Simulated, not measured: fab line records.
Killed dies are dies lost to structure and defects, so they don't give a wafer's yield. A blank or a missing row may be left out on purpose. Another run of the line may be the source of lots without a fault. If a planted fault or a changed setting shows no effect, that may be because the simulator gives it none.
Chamber matching | flow nandHarc | NHARC_A_BLC_STRIP_29 on rieDiel-04: 4 sister chambers
The step strips in CF4. 8 wafers are shown with their chamber, then 11 later ones without.

## EACH WAFER AND ITS CHAMBER
wafer  | chamber | rfVppV (V) | oesProductAu (a.u.)
L087.5 | 0       | 60.2       | 1.005
L087.6 | 1       | 61.0       | 1.025
L089.2 | 1       | 60.1       | 1.029
L089.5 | 3       | 58.5       | 1.016
L086.2 | 0       | 58.8       | 1.012
L086.4 | 2       | 58.5       | 0.999
L086.6 | 2       | 58.7       | 1.006
L094.3 | 3       | 58.4       | 1.015

## WAFERS MISSING THEIR CHAMBER
wafer  | rfVppV (V) | oesProductAu (a.u.)
L094.4 | 59.4       | 1.006
L094.6 | 61.0       | 1.011
L095.3 | 59.3       | 0.997
L095.5 | 59.4       | 0.999
L095.6 | 60.7       | 0.993
L096.1 | 59.1       | 1.024
L096.2 | 59.8       | 1.009
L096.5 | 60.0       | 1.013
L097.3 | 59.1       | 1.009
L097.4 | 60.4       | 1.011
L097.5 | 59.4       | 0.987

## WHICH CHAMBER EACH WENT THROUGH
wafer  | from the rows above          | in truth
L094.4 | can't be placed: 0 or 2      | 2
L094.6 | can't be placed: 0 or 1 or 3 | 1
L095.3 | can't be placed: 2 or 0      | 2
L095.5 | can't be placed: 2 or 0      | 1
L095.6 | can't be placed: 2 or 0      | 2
L096.1 | can't be placed: 3 or 1 or 0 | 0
L096.2 | 0                            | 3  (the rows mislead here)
L096.5 | can't be placed: 0 or 3      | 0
L097.3 | can't be placed: 0 or 2 or 3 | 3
L097.4 | can't be placed: 0 or 3      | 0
L097.5 | can't be placed: 2 or 0      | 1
Placed correctly: 0 of 11. Can't be placed from these rows: 10 (the true chamber is among the candidates in 8). Number placed wrongly: 1.
How it was worked out, from the rows above alone: a wafer's distance from a chamber is the root of the sum, over the readings, of the square of ((its reading less the chamber's mean) divided by the reading's scatter). The wafer belongs to the nearest chamber; if the next one is less than 2 further off, it can't be placed. For every chamber, the mean is computed from those of its wafers that are shown. The scatter: the root of (the sum of the squares of (reading less its chamber's mean) over the shown wafers, divided by (wafers less chambers)).
